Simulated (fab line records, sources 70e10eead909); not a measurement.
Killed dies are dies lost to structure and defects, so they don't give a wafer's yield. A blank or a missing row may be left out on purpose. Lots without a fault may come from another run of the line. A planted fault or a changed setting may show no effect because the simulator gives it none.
fab line records | flow nand_harc
record lots=6 wafers=18 last_day=30
route steps=1302 shown P_M0@280 P_M1@285 P_M2@318 A_M0@1150
lots that met no fault: from a run of the same line without faults
start_h: hours from the record's first day to the start of the lot's first wafer shown | wait_h: hours since the lot's step before | " the same as in the row above | L1.1+2: a row that stands for several wafers | - no value, or no start given | * or withheld: withheld | < > ~ a bound
route shown NAME@n: a module of which the file shows steps, and the number in the route of the first | usual: mean/standard deviation of fault-free wafers | same: alike in all rows | chamber/n: place in a boat | sites: the reading at each site | _std_site: their standard deviation | _edge_site: outer sites' mean less inner sites' | radius_mm: how far each site lies from the wafer's centre | mask NAME#n: copy n | behind: the tool/chamber that last shaped the wafer | hold: why the lot was held/for how many hours/how that ended | device: the transistor (n, p or np) that didn't switch | end of line: the same wafers' tests at the end of the route | a step without rows: its recipe alone | killed: dies lost to structure and defects at the first sort, not the wafer's yield | map: a wafer's dies, x killed, . not, _ none there
set.NAME: the setting as run; set.NAME@STEP: as run at that earlier step | model.NAME: the simulator's own value behind a step, which no gauge read
lots at some steps of the route; a table a step, a row a wafer
services: from which hour (start_h, from the record's first day; less than 0 if before it) a tool's chamber was out of use, for how many hours, and why
## steps
# step NHARC_P_M0_SRD_25
# step NHARC_P_M0_INSPECT_27
# usual raw_defect_count=282/120
# columns lot.wafer tool chamber start_h wait_h raw_defect_count
L388.1 defect_inspect-02 - 143.80 0.0 158
L388.3 " - " " 256
L388.4 " - " " 213
L389.3 defect_inspect-01 - 149.88 0.0 155
L389.5 " - " " 175
L389.6 " - " " 299
L396.1 defect_inspect-02 - 220.85 0.0 291
L396.5 " - " " 318
L396.6 " - " " 352
L398.3 defect_inspect-01 - 240.64 0.0 171
L398.5 " - " " 121
L398.6 " - " " 143
L402.2 defect_inspect-02 - 282.56 0.0 309
L402.3 " - " " 369
L402.5 " - " " 217
L403.1 defect_inspect-01 - 288.12 0.0 312
L403.2 " - " " 408
L403.4 " - " " 321
# step NHARC_P_M0_PRE_CLEAN_31
# recipe time_s=12 temp_c=370 rf_power_w=300 gas=NH3
# step NHARC_P_M0_DEP_32
# recipe target_thk_a=300 temp_c=370 target_thk_nm=30 pressure_torr=3 flow_sccm=200 rf_w=450 material=SiCN
# usual chamber_pressure_Torr=3.000/0.0071 heater_power_w=590/77
# columns lot.wafer tool chamber start_h wait_h chamber_pressure_Torr heater_power_w since_wet_clean_h
L388.1 pecvd-02 1 143.99 0.1 3.007 639 85
L388.3 " 2 " " 2.994 535 85
L388.4 " 2 " " 3.003 532 -
L389.3 pecvd-02 1 150.11 0.1 2.995 639 91
L389.6 " 0 " " 2.999 622 -
L389.5 " 1 " " 3.005 648 -
L396.1 pecvd-01 1 221.04 0.1 2.986 606 78
L396.6 " 1 " " 2.999 594 -
L396.5 " 2 " " 3.016 613 -
L398.3 pecvd-02 2 240.79 0.1 2.992 502 1
L398.5 " 2 " " 2.997 499 -
L398.6 " 1 " " 3.002 784 -
L402.3 pecvd-03 0 282.71 0.1 3.001 586 85
L402.2 " 2 " " 2.998 676 85
L402.5 " 2 " " 2.992 695 -
L403.1 pecvd-01 0 288.27 0.1 2.997 580 145
L403.2 " 2 " " 2.997 617 145
L403.4 " 0 " " 2.995 579 -
# step NHARC_P_M1_DEP_00
# recipe target_thk_a=1825 target_thk_nm=182.5 temp_c=withheld pressure_torr=5 flow_sccm=200 rf_w=600 material=SiOC
# step NHARC_P_M1_DEHYDRATE_01
# recipe temp_c=150 time_s=120
# step NHARC_P_M1_HMDS_02
# recipe time_s=30
# step NHARC_P_M1_COAT_34
# recipe temp_c=200 time_s=65
# step NHARC_P_M1_COAT_03
# recipe spin_rpm=1500 resist_thk_nm=90
# step NHARC_P_M1_SOFTBAKE_04
# recipe temp_c=105 time_s=55
# step NHARC_P_M1_EBR_05
# step NHARC_P_M1_EXPOSE_06
# recipe na=1.35 target_cd_nm=130 dose_mj=81.88 mask_id=P_M1
# usual exposure_dose_mJ_cm2=81.75/0.095
# columns lot.wafer tool chamber start_h wait_h mask exposure_dose_mJ_cm2
L388.1 arfi_scanner-02 0 144.94 - P_M1#0 81.83
L388.3 " 0 " " P_M1#0 81.75
L388.4 " 0 " " P_M1#0 81.77
L389.3 arfi_scanner-02 0 151.01 - P_M1#0 81.87
L389.5 " 0 " " P_M1#0 81.80
L389.6 " 0 " " P_M1#0 81.84
L396.1 arfi_scanner-02 0 222.10 - P_M1#0 60.10
L396.5 " 0 " " P_M1#0 60.18
L396.6 " 0 " " P_M1#0 60.29
L398.3 arfi_scanner-02 0 241.91 - P_M1#0 64.47
L398.5 " 0 " " P_M1#0 64.37
L398.6 " 0 " " P_M1#0 64.41
L402.2 arfi_scanner-03 0 283.83 - P_M1#0 81.62
L402.3 " 0 " " P_M1#0 81.63
L402.5 " 0 " " P_M1#0 81.59
L403.1 arfi_scanner-01 0 289.37 - P_M1#0 81.73
L403.2 " 0 " " P_M1#0 81.68
L403.4 " 0 " " P_M1#0 81.57
# step NHARC_P_M1_PEB_07
# recipe peb_temp_c=100 peb_time_s=65
# step NHARC_P_M1_DEVELOP_08
# recipe develop_time_s=35 dev_temp_c=23
# step NHARC_P_M1_CD_MEAS_09
# recipe target_cd_nm=130 landing_energy_ev=500
# usual cd_nm=129.6/0.68
# columns lot.wafer tool chamber start_h wait_h cd_nm
L388.1 cd_sem-02 0 145.07 - 128.4
L388.3 " 0 " " 130.2
L388.4 " 0 " " 129.0
L389.3 cd_sem-02 0 151.14 - 129.6
L389.5 " 0 " " 129.5
L389.6 " 0 " " 130.6
L396.1 cd_sem-03 0 222.24 - 110.6
L396.5 " 0 " " 111.6
L396.6 " 0 " " 110.3
L398.3 cd_sem-02 0 242.04 - 115.3
L398.5 " 0 " " 115.7
L398.6 " 0 " " 115.9
L402.2 cd_sem-02 0 283.97 - 128.5
L402.3 " 0 " " 128.5
L402.5 " 0 " " 128.7
L403.1 cd_sem-02 0 289.51 - 129.5
L403.2 " 0 " " 129.9
L403.4 " 0 " " 130.7
# step NHARC_P_M1_OVL_MEAS_10
# recipe pitch_nm=260
# usual overlay_x_nm=-0.2/0.78 overlay_y_nm=0.0/0.74
# columns lot.wafer tool chamber start_h wait_h overlay_x_nm overlay_y_nm
L388.1 overlay-02 - 145.16 - -1.2 0.2
L388.3 " - " " -1.7 0.1
L388.4 " - " " -1.3 0.7
L389.3 overlay-01 - 151.23 - 0.3 -0.5
L389.5 " - " " 0.8 -0.8
L389.6 " - " " 0.3 0.0
L396.1 overlay-01 - 222.33 - 0.2 -0.9
L396.5 " - " " 0.0 -0.8
L396.6 " - " " 0.2 -0.2
L398.3 overlay-02 - 242.13 - 0.9 1.2
L398.5 " - " " 0.0 1.3
L398.6 " - " " 0.2 0.7
L402.2 overlay-02 - 284.06 - -1.3 0.3
L402.3 " - " " -1.2 -0.5
L402.5 " - " " -1.6 -0.2
L403.1 overlay-01 - 289.60 - -1.5 -0.4
L403.2 " - " " -1.1 -0.9
L403.4 " - " " -1.7 -0.6
# step NHARC_P_M1_INSPECT_11
# usual raw_defect_count=5/3
# columns lot.wafer tool chamber start_h wait_h raw_defect_count
L388.1 defect_inspect-02 - 145.20 0.0 9
L388.3 " - " " 10
L388.4 " - " " 13
L389.3 defect_inspect-02 - 151.26 0.0 6
L389.5 " - " " 10
L389.6 " - " " 3
L396.1 defect_inspect-01 - 222.37 0.0 5
L396.5 " - " " 8
L396.6 " - " " 6
L398.3 defect_inspect-02 - 242.16 0.0 1
L398.5 " - " " 3
L398.6 " - " " 0
L402.2 defect_inspect-01 - 284.10 0.0 3
L402.3 " - " " 5
L402.5 " - " " 3
L403.1 defect_inspect-02 - 289.64 0.0 5
L403.2 " - " " 4
L403.4 " - " " 3
# step NHARC_P_M1_DESCUM_14
# recipe time_s=3 o2_flow_sccm=200 ar_flow_sccm=0 bias_power_w=0 chemistry=O2
# usual drypump_motor_current_A=5.93/0.29 o2_flow_sccm=200.0/0.61 oes_product_au=0.999/0.0097 rf_vpp_V=57.8/0.88 showerhead_plenum_p_Torr=1.93/0.083 throttle_valve_pct=11.311/0.0086
# columns lot.wafer tool chamber start_h wait_h drypump_motor_current_A o2_flow_sccm oes_product_au rf_hours_counter_h rf_vpp_V showerhead_plenum_p_Torr throttle_valve_pct model.P_M1.cd_nm
L388.4 rie_diel-02 2 145.26 0.1 5.92 200.1 1.007 30 56.8 1.84 11.317 129.9
L388.3 " 3 " " 5.26 198.7 0.999 35 56.5 2.06 11.314 129.4
L388.1 " 1 " " 5.36 200.6 1.001 19 58.3 1.99 11.316 128.8
L389.3 rie_diel-02 0 151.33 0.1 5.62 200.3 0.990 35 58.9 1.82 11.311 130.4
L389.5 " 0 " " 5.63 200.5 0.995 - 56.6 1.82 11.297 130.8
L389.6 " 1 " " 5.35 200.7 0.999 - 57.9 1.99 11.304 130.8
L396.1 rie_diel-11 2 222.45 0.1 5.53 199.2 1.001 12 58.4 1.93 11.316 110.4
L396.6 " 0 " " 6.47 199.9 1.005 - 59.3 2.00 11.304 110.4
L396.5 " 1 " " 6.17 199.7 1.018 - 56.3 1.77 11.313 110.8
L398.3 rie_diel-09 0 242.23 0.1 5.99 198.6 0.992 7 57.3 2.06 11.327 115.7
L398.6 " 3 " " 6.09 199.5 0.988 - 58.4 1.89 11.307 116.5
L398.5 " 0 " " 5.98 200.0 1.005 - 58.8 2.06 11.302 116.8
L402.3 rie_diel-09 0 284.16 0.1 5.98 198.9 0.995 12 58.3 2.06 11.315 128.8
L402.2 " 1 " " 5.86 199.9 1.004 8 57.5 1.96 11.318 127.8
L402.5 " 1 " " 5.85 199.6 1.000 - 57.7 1.96 11.299 127.7
L403.1 rie_diel-09 1 289.70 0.1 5.87 199.5 0.996 8 56.9 1.96 11.313 129.1
L403.2 " 2 " " 5.82 199.8 1.006 12 57.2 1.96 11.310 128.3
L403.4 " 0 " " 5.96 199.3 0.995 13 58.6 2.06 11.315 130.7
# step NHARC_P_M1_ETCH_35
# recipe target_depth_a=400 overetch_a=120 time_s=43.94 ion_energy_ev=200 n2_flow_sccm=150 h2_flow_sccm=150 ar_flow_sccm=0 rf_w=400 bias_w=150 chemistry=N2/H2
# step NHARC_P_M1_ETCH_15
# recipe target_depth_a=1825 time_s=91.2 c4f8_flow_sccm=withheld ar_flow_sccm=400 rf_w=600 bias_w=300 chemistry=C4F8/Ar
# step NHARC_P_M1_CD_MEAS_16
# usual cd_nm=129.5/1.1
# columns lot.wafer tool chamber start_h wait_h cd_nm
L388.1 cd_sem-03 - 145.57 - 128.6
L388.3 " - " " 129.9
L388.4 " - " " 130.3
L389.3 cd_sem-03 - 151.64 - 130.7
L389.5 " - " " 130.9
L389.6 " - " " 131.3
L396.1 cd_sem-02 - 222.73 - 110.7
L396.5 " - " " 111.1
L396.6 " - " " 109.2
L398.3 cd_sem-01 - 242.53 - 115.6
L398.5 " - " " 116.4
L398.6 " - " " 115.6
L402.2 cd_sem-02 - 284.46 - 128.3
L402.3 " - " " 128.5
L402.5 " - " " 128.0
L403.1 cd_sem-01 - 290.00 - 129.6
L403.2 " - " " 128.4
L403.4 " - " " 130.1
# step NHARC_P_M1_STRIP_18
# recipe power_w=1000 n2_flow_sccm=150 h2_flow_sccm=150 ar_flow_sccm=0 bias_w=0 chemistry=N2/H2
# step NHARC_P_M1_ETCH_28
# recipe target_depth_a=300 over_etch_frac=0.3 time_s=72.99 ion_energy_ev=150 cf4_flow_sccm=50 n2_flow_sccm=100 ar_flow_sccm=150 rf_w=300 bias_w=100 chemistry=CF4/N2
# usual drypump_motor_current_A=5.9/0.3 n2_flow_sccm=100.00/0.28 oes_product_au=1.000/0.01 rf_vpp_V=314.6/2.1 showerhead_plenum_p_Torr=2.65/0.11 throttle_valve_pct=19.795/0.0096
# columns lot.wafer tool chamber start_h wait_h drypump_motor_current_A n2_flow_sccm oes_product_au rf_hours_counter_h rf_vpp_V showerhead_plenum_p_Torr throttle_valve_pct model.P_M1.cd_nm
L388.4 rie_diel-02 0 - - 5.6 99.73 0.988 34 312.2 2.51 19.798 130
L388.1 " 2 " " 5.9 99.85 1.000 30 310.4 2.53 19.789 128.9
L388.3 " 3 " " 5.3 99.95 0.994 35 318.1 2.82 19.796 129.7
L389.3 rie_diel-11 2 - - 5.5 99.77 1.012 5 313.5 2.66 19.795 130.4
L389.5 " 3 " " 5.9 99.91 1.009 - 313.3 2.57 19.789 130.9
L389.6 " 0 " " 6.5 100.24 1.009 - 314.6 2.74 19.800 129.4
L396.1 rie_diel-11 3 - - 5.9 99.15 1.010 12 313.7 2.56 19.807 111.5
L396.5 " 2 " " 5.6 100.34 0.999 - 312.9 2.65 19.784 109.5
L396.6 " 3 " " 5.8 100.12 1.010 - 314.0 2.56 19.792 108.2
L398.3 rie_diel-11 1 - - 6.2 99.72 1.011 15 310.6 2.44 19.789 115.8
L398.6 " 3 " " 5.9 100.11 1.015 - 313.5 2.56 19.788 116.1
L398.5 " 0 " " 6.5 100.29 1.008 - 315.8 2.74 19.805 114.5
L402.3 rie_diel-09 1 - - 5.9 99.88 0.988 8 315.5 2.69 19.791 129.8
L402.2 " 3 " " 6.2 99.67 0.990 12 313.5 2.59 19.780 128.7
L402.5 " 0 " " 6.0 99.32 0.990 - 317.1 2.81 19.808 129.1
L403.1 rie_diel-02 0 - - 5.6 100.19 1.005 17 312.5 2.49 19.797 130.4
L403.4 " 1 " " 5.3 100.01 1.018 15 314.5 2.70 19.801 129.8
L403.2 " 3 " " 5.2 99.77 0.998 19 316.5 2.80 19.780 128.8
# step NHARC_P_M1_STRIP_19
# recipe time_s=600 temp_c=30 chemistry=post_etch_residue_remover
# step NHARC_P_M1_DEGAS_29
# recipe temp_c=250 time_s=60
# step NHARC_P_M1_PRE_CLEAN_30
# recipe time_s=30 temp_c=280 gas=H2/He
# usual heater_power_w=407/49
# columns lot.wafer tool chamber start_h wait_h heater_power_w
L388.3 pvd_sputter-02 - - - 475
L388.1 " - " " 371
L388.4 " - " " 330
L389.3 pvd_sputter-02 - - - 432
L389.5 " - " " 484
L389.6 " - " " 368
L396.1 pvd_sputter-02 - - - 430
L396.6 " - " " 341
L396.5 " - " " 436
L398.3 pvd_sputter-02 - - - 470
L398.5 " - " " 373
L398.6 " - " " 341
L402.3 pvd_sputter-03 - - - 358
L402.2 " - " " 367
L402.5 " - " " 368
L403.4 pvd_sputter-03 - - - 366
L403.1 " - " " 373
L403.2 " - " " 367
# step NHARC_P_M1_PVD_20
# recipe target_thk_a=50 bias_v=168.6 power_w=15000 chamber_pressure_pa=0.12 time_s=8.06 substrate_temp_c=50 material=TaN
# usual throttle_valve_pct=29.2/1.1
# columns lot.wafer tool chamber start_h wait_h throttle_valve_pct
L388.1 pvd_sputter-02 - - - 29.1
L388.4 " - " " 29.9
L388.3 " - " " 30.1
L389.3 pvd_sputter-02 - - - 29.7
L389.6 " - " " 30.2
L389.5 " - " " 29.0
L396.1 pvd_sputter-02 - - - 30.2
L396.6 " - " " 30.3
L396.5 " - " " 29.0
L398.3 pvd_sputter-02 - - - 28.9
L398.5 " - " " 29.1
L398.6 " - " " 29.1
L402.3 pvd_sputter-03 - - - 30.2
L402.2 " - " " 30.6
L402.5 " - " " 30.3
L403.1 pvd_sputter-03 - - - 30.5
L403.4 " - " " 29.1
L403.2 " - " " 30.1
# step NHARC_P_M1_PVD_21
# recipe target_thk_a=300 chamber_pressure_pa=5 power_w=5000 substrate_temp_c=30 time_s=20.49 material=Cu
# step NHARC_P_M1_ECD_22
# recipe target_thk_a=4000 bath_temp_c=25 material=Cu
# step NHARC_P_M1_ANNEAL_31
# recipe temp_c=225 time_s=90
# step NHARC_P_M1_CMP_23
# recipe t_overpolish_s=20 target_thk_nm=157.82
# usual motor_current_A=11.7/1 time_to_endpoint_s=29/3.5
# columns lot.wafer tool chamber start_h wait_h motor_current_A time_to_endpoint_s
L388.3 cmp-01 2 147.37 - 13.0 25
L388.1 " 3 " " 10.7 24
L388.4 " 0 " " 13.1 32
L389.3 cmp-03 3 153.59 - 13.4 27
L389.5 " 2 " " 11.0 30
L389.6 " 3 " " 13.2 27
L396.1 cmp-01 0 224.59 - 12.4 31
L396.5 " 2 " " 12.6 25
L396.6 " 3 " " 11.3 25
L398.3 cmp-01 1 244.40 - 12.9 33
L398.5 " 2 " " 12.4 29
L398.6 " 3 " " 11.0 28
L402.3 cmp-01 0 286.34 - 12.3 30
L402.2 " 1 " " 13.5 31
L402.5 " 0 " " 13.6 30
L403.1 cmp-03 2 291.81 - 11.0 24
L403.4 " 3 " " 12.5 24
L403.2 " 1 " " 11.4 26
# step NHARC_P_M1_THK_MEAS_24
# recipe thk_meas_gauge=xrf
# usual thk_nm=157.6/1.6
# columns lot.wafer tool chamber start_h wait_h thk_nm
L388.1 film_metro-02 - 147.68 - 155.8
L388.3 " - " " 155.2
L388.4 " - " " 156.8
L389.3 film_metro-02 - 153.88 - 159.5
L389.5 " - " " 159.8
L389.6 " - " " 157.7
L396.1 film_metro-01 - 224.85 - 158.5
L396.5 " - " " 156.7
L396.6 " - " " 155.5
L398.3 film_metro-01 - 244.63 - 158.0
L398.5 " - " " 158.0
L398.6 " - " " 158.4
L402.2 film_metro-01 - 286.62 - 158.4
L402.3 " - " " 158.4
L402.5 " - " " 157.0
L403.1 film_metro-01 - 292.12 - 157.1
L403.2 " - " " 157.3
L403.4 " - " " 154.2
# step NHARC_P_M1_SRD_25
# step NHARC_P_M1_INSPECT_27
# usual raw_defect_count=307/110
# columns lot.wafer tool chamber start_h wait_h raw_defect_count
L388.1 defect_inspect-02 - 147.86 0.0 604
L388.3 " - " " 260
L388.4 " - " " 277
L389.3 defect_inspect-02 - 154.03 0.0 390
L389.5 " - " " 437
L389.6 " - " " 337
L396.1 defect_inspect-01 - 225.01 0.0 520
L396.5 " - " " 408
L396.6 " - " " 321
L398.3 defect_inspect-01 - 244.79 0.0 297
L398.5 " - " " 190
L398.6 " - " " 219
L402.2 defect_inspect-01 - 286.78 0.0 267
L402.3 " - " " 233
L402.5 " - " " 218
L403.1 defect_inspect-02 - 292.28 0.0 269
L403.2 " - " " 340
L403.4 " - " " 398
# step NHARC_P_M1_PRE_CLEAN_32
# recipe time_s=12 temp_c=370 rf_power_w=300 gas=NH3
# usual heater_power_w=630/79
# columns lot.wafer tool chamber start_h wait_h heater_power_w since_wet_clean_h
L388.1 pecvd-03 1 147.93 0.1 549 131
L388.3 " 2 " " 761 131
L388.4 " 2 " " 767 -
L389.3 pecvd-01 2 154.10 0.1 673 11
L389.5 " 0 " " 665 -
L389.6 " 1 " " 644 -
L396.1 pecvd-03 1 225.09 0.1 534 27
L396.6 " 0 " " 622 -
L396.5 " 2 " " 664 -
L398.3 pecvd-03 1 244.88 0.1 490 47
L398.5 " 2 " " 715 -
L398.6 " 1 " " 489 -
L402.3 pecvd-01 0 286.87 0.1 600 144
L402.2 " 1 " " 635 144
L402.5 " 2 " " 672 -
L403.2 pecvd-02 1 292.35 0.1 754 52
L403.1 " 0 " " 645 52
L403.4 " 1 " " 747 -
# step NHARC_P_M1_DEP_33
# recipe target_thk_a=300 temp_c=370 target_thk_nm=30 pressure_torr=3 flow_sccm=200 rf_w=450 material=SiCN
# step NHARC_P_M2_DEP_00
# recipe target_thk_a=1825 target_thk_nm=182.5 temp_c=withheld pressure_torr=5 flow_sccm=200 rf_w=600 material=SiOC
# step NHARC_P_M2_DEHYDRATE_01
# recipe temp_c=150 time_s=120
# step NHARC_P_M2_HMDS_02
# recipe time_s=30
# step NHARC_P_M2_COAT_34
# recipe temp_c=200 time_s=65
# step NHARC_A_M0_DESCUM_14
# recipe time_s=3 o2_flow_sccm=200 ar_flow_sccm=0 bias_power_w=0 chemistry=O2
# usual drypump_motor_current_A=5.6/0.51 o2_flow_sccm=199.9/0.59 oes_product_au=0.999/0.015 rf_vpp_V=57.8/0.86 showerhead_plenum_p_Torr=1.91/0.074 throttle_valve_pct=11.310/0.0098
# columns lot.wafer tool chamber start_h wait_h drypump_motor_current_A o2_flow_sccm oes_product_au rf_hours_counter_h rf_vpp_V showerhead_plenum_p_Torr throttle_valve_pct model.A_M0.cd_nm
L388.3 rie_diel-05 2 537.43 0.1 5.2 200.1 1.000 7 58.9 1.96 11.312 80.26
L388.4 " 3 " " 6.4 200.9 0.992 6 57.7 2.05 11.308 82.32
L388.1 " 0 " " 5.0 200.7 0.995 6 58.0 1.91 11.317 79.95
L389.3 rie_diel-05 3 553.25 0.1 6.4 200.2 0.996 7 59.0 2.05 11.297 79.07
L389.6 " 1 " " 5.6 200.3 0.983 - 56.0 1.82 11.306 80.58
L389.5 " 2 " " 5.2 199.2 1.000 - 58.9 1.95 11.309 80.76
L396.1 rie_diel-03 1 625.83 0.1 6.1 200.0 0.973 8 57.4 1.89 11.323 70.6
L396.5 " 3 " " 4.8 200.8 0.986 - 57.0 1.87 11.301 72.97
L396.6 " 0 " " 5.0 199.8 1.021 - 58.7 1.90 11.309 72.43
L398.3 rie_diel-05 0 628.00 0.1 5.0 200.9 1.008 1 57.3 1.90 11.294 81.29
L398.6 " 0 " " 5.0 200.9 1.004 - 58.9 1.90 11.305 80.24
L398.5 " 1 " " 5.7 200.6 1.001 - 56.8 1.82 11.307 79.7
L402.2 rie_diel-05 1 675.13 0.1 5.6 199.9 1.015 3 57.8 1.82 11.294 78.6
L402.3 " 0 " " 5.0 200.2 1.001 4 58.4 1.90 11.307 80.79
L402.5 " 1 " " 5.7 198.6 1.013 - 57.2 1.82 11.304 78.41
L403.4 rie_diel-04 3 683.40 0.1 5.8 199.9 1.009 10 56.9 1.92 11.297 80.75
L403.1 " 1 " " 6.4 199.3 0.985 9 56.5 2.02 11.316 81.11
L403.2 " 2 " " 5.6 200.9 0.996 10 57.7 2.02 11.307 79.57
# step NHARC_A_M0_ETCH_15
# recipe target_depth_a=1500 overetch_a=150 time_s=82.5 c4f8_flow_sccm=withheld ar_flow_sccm=400 rf_w=600 bias_w=300 chemistry=C4F8/Ar
# usual oes_product_au=0.949/0.025 rf_vpp_V=441.0/2.3
# columns lot.wafer tool chamber start_h wait_h oes_product_au rf_hours_counter_h rf_vpp_V model.A_M0.cd_nm
L388.3 rie_diel-05 0 - - 0.913 6 440.3 80.23
L388.4 " 1 " " 0.912 6 438.9 82.81
L388.1 " 2 " " 0.913 7 442.0 79.59
L389.3 rie_diel-05 1 - - 0.948 7 438.1 79.37
L389.5 " 1 " " 0.945 - 439.1 80.94
L389.6 " 2 " " 0.951 - 441.4 80.59
L396.1 rie_diel-03 3 - - 0.913 6 438.5 69.88
L396.5 " 3 " " 0.921 - 439.1 73.04
L396.6 " 0 " " 0.949 - 439.1 72.31
L398.3 rie_diel-05 0 - - 0.970 1 440.5 80.62
L398.6 " 1 " " 0.972 - 437.7 80.08
L398.5 " 2 " " 0.995 - 442.1 79.88
L402.2 rie_diel-05 1 - - 0.939 3 438.0 78.26
L402.3 " 0 " " 0.936 4 440.4 80.63
L402.5 " 0 " " 0.950 - 441.0 78.33
L403.1 rie_diel-04 3 - - 0.935 10 440.7 81.62
L403.2 " 0 " " 0.929 10 439.7 78.7
L403.4 " 1 " " 0.905 9 443.8 81.6
## services
# columns tool chamber start_h hours kind
rie_diel-11 2 125.77 6.5 repair
pecvd-01 - 130.08 13.0 pm
rie_diel-02 1 139.29 3.9 repair
arfi_scanner-02 - 140.00 4.0 pm
rie_diel-09 - 143.10 9.0 pm
pecvd-03 1 158.90 13.6 repair
pvd_sputter-02 - 183.48 7.7 repair
rie_diel-05 2 217.09 1.3 repair
rie_diel-05 - 229.60 9.0 pm
rie_diel-05 1 260.49 10.0 repair
pvd_sputter-02 - 282.00 10.0 pm
rie_diel-05 2 298.23 6.3 repair
rie_diel-05 1 302.01 4.9 repair
rie_diel-05 0 312.78 8.1 repair
rie_diel-05 - 406.60 9.0 pm
rie_diel-05 1 435.11 2.5 repair
rie_diel-05 - 441.27 0.4 repair
pvd_sputter-02 - 460.00 10.0 pm
pvd_sputter-02 - 478.26 2.2 repair
rie_diel-05 3 510.21 2.0 repair
rie_diel-05 - 583.60 9.0 pm
pvd_sputter-02 - 638.00 10.0 pm
pvd_sputter-02 - 663.71 21.8 repair
rie_diel-05 3 673.86 6.8 repair
## key
first_sign step=NHARC_P_M1_EXPOSE_06 reading=exposure_dose_mJ_cm2 direction=down sigmas=99+ usual=81.75 struck=62.30
effect step=NHARC_P_M1_CD_MEAS_09 reading=cd_nm direction=down sigmas=24 usual=129.6 struck=113.2 through=control_loop
effect step=NHARC_P_M1_CD_MEAS_16 reading=cd_nm direction=down sigmas=15 usual=129.5 struck=113.1 through=control_loop
model_effect step=NHARC_P_M1_DESCUM_14 value=P_M1.cd_nm without=129.8 struck=113.4
model_effect step=NHARC_P_M1_ETCH_28 value=P_M1.cd_nm without=128.9 struck=112.6
model_effect step=NHARC_A_M0_DESCUM_14 value=A_M0.cd_nm without=78.99 struck=76.2
model_effect step=NHARC_A_M0_ETCH_15 value=A_M0.cd_nm without=78.75 struck=75.97
met_at NHARC_P_M1_EXPOSE_06
struck_wafers L396.1,L396.5,L396.6,L398.3,L398.5,L398.6
sort_left_out L396.1,L396.5,L396.6,L398.3,L398.5,L398.6
loop_trim step=NHARC_P_M1_EXPOSE_06 setting=dose lots=L398
loop_trim step=NHARC_A_M0_EXPOSE_06 setting=dose lots=L396
onset_between 151.01 222.10
fault kind=process_parameter_drift tool=arfi_scanner-02 chamber=- onset_h=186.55 steps=NHARC_P_M1_EXPOSE_06 channel=dose_mj offset=-21.646 shape=step acts_in=these_recipes_only stated=81.88
# sort_left_out: the simulated sort isn't trusted on such a fault, so these wafers' sort isn't shown, and their yield isn't known
# loop_trim: a control loop set the setting to another value than it would have without faults
